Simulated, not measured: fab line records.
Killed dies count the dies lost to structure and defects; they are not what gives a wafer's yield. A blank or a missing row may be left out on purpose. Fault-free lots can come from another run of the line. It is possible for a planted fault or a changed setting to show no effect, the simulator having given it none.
Struck lot and sound lot, side by side    flow n5 finfet    14 steps out of a route of 1938
Sound: wafers L913.1, L913.2, L913.6. Struck: wafer L920.3. (L920.2, L920.4 of the same lot were not struck and are left out.) The cause comes at the end.
Each step with rows lists, per side, the tool, then ch with its chambers, then its first start. Under that, the readings that differ: sound wafers    struck wafers    difference of the means    sigmas: that difference in standard deviations of wafers without a fault.
alike: readings whose means differ by less than 2 such deviations, and words and numbers that are the same on both sides. not compared: withheld readings, readings that some wafer has no value for, bounds like >300 that may hide the same value, and numbers for which the record gives no deviation and whose values overlap.
A row with sigmas, a row that says differs or no value, or rows on one side alone: a step with any of these is where the two part. Numbers that don't overlap but have no deviation are shown without sigmas and don't part them. Lack of a reading on every wafer of one side parts them only where that side has two or more wafers.

first, 1 step without rows for these wafers: N5_HKMG_FIN_ETCHBACK_68 (etches the open film in Cl2/Ar, stops on HfO2, target depth 0.5 nm).
N5_HKMG_FIN_STRIP_69: strips in N2/H2, time 360 s.
  sound on plasma asher-01 ch 0,1, day 4 05:29; struck on plasma asher-02 ch 0, day 6 03:31
reading                      sound           struck  difference  sigmas
drypump motor current A (A)  6.02 5.81 6.02  5.36    -0.59       -2
  alike: heater power w
  not compared: rf hours counter h
N5_HKMG_FIN_ALD_21: deposits TiN, target thk 1.5 nm, pulse time 1 s, purge time 3 s.
  sound on ald metal-02 ch 1,2,3, day 4 05:52; struck on ald metal-02 ch 0, day 6 03:54
  alike: heater power w, precursor pulse height rel
then, 1 step without rows for these wafers: N5_HKMG_FIN_ALD_72 (deposits W, target thk 2 nm, pulse time 1 s, purge time 2 s).
N5_HKMG_FIN_W_FILL_22: material W, target thk 60 nm, time 18.2 s.
  sound on cvd w-02 ch 0,1, day 4 06:17; struck on cvd w-01 ch 0, day 6 04:19
  alike: heater power w, throttle valve pct
then, 2 steps without rows for these wafers: N5_HKMG_FIN_PRECLEAN_83 (cleans in DIW, time 57.5 s); N5_HKMG_FIN_SRD_84 (dry time 32 s).
N5_HKMG_FIN_CMP_23: polishes, stops on SiNx, t overpolish 10 s, target thk 46.326 nm.
  sound on cmp-03 ch 0,3, day 4 06:24; struck on cmp-04 ch 0, day 6 04:26
  alike: motor current A, overpolish run s, slurry flow ml min, time to endpoint s
N5_HKMG_FIN_CMP_94: polishes, stops on SiNx, t overpolish 4.7 s, target thk 43.299 nm.
  sound on cmp-03 ch 0,3, day 4 06:53; struck on cmp-04 ch 0, day 6 04:55
  alike: motor current A, slurry flow ml min
N5_HKMG_FIN_INSPECT_28: inspects for defects (darkfield).
  sound on defect inspect-02 at day 4 07:07; struck on defect inspect-02 at day 6 05:08
  alike: raw defect count
then, 1 step without rows for these wafers: N5_GATE_CUT_ETCHBACK_00 (etches W in SF6/Cl2).
N5_GATE_CUT_ETCH_56: etches TiN in Cl2/Ar, target depth 21.6 nm.
  sound on rie metal-03 ch 0,1, day 4 07:16; struck on rie metal-02 ch 0, day 6 05:18
reading     sound              struck  difference  sigmas
bias w (W)  59.99 60.00 59.80  53.26   -6.67       -37
  alike: drypump motor current A, oes product au, throttle valve pct
  not compared: rf hours counter h
then, 1 step without rows for these wafers: N5_GATE_CUT_ETCHBACK_30 (etches TiN in Cl2/Ar, target depth 3 nm).
-- here the record skips 8 days between the struck wafers' starts before and after, leaving off in module GATE_CUT and picking up in module PASSIVATION (first step shown: number 1936 of the route) --
N5_PASSIVATION_PROBE_49:
  the record has rows for the struck wafers here (prober-01, day 14 13:56) and none for the sound ones

== WHERE THEY PART ==
First at N5_HKMG_FIN_STRIP_69; last, within this record, at N5_PASSIVATION_PROBE_49.

WHY: what had been put in by the simulator
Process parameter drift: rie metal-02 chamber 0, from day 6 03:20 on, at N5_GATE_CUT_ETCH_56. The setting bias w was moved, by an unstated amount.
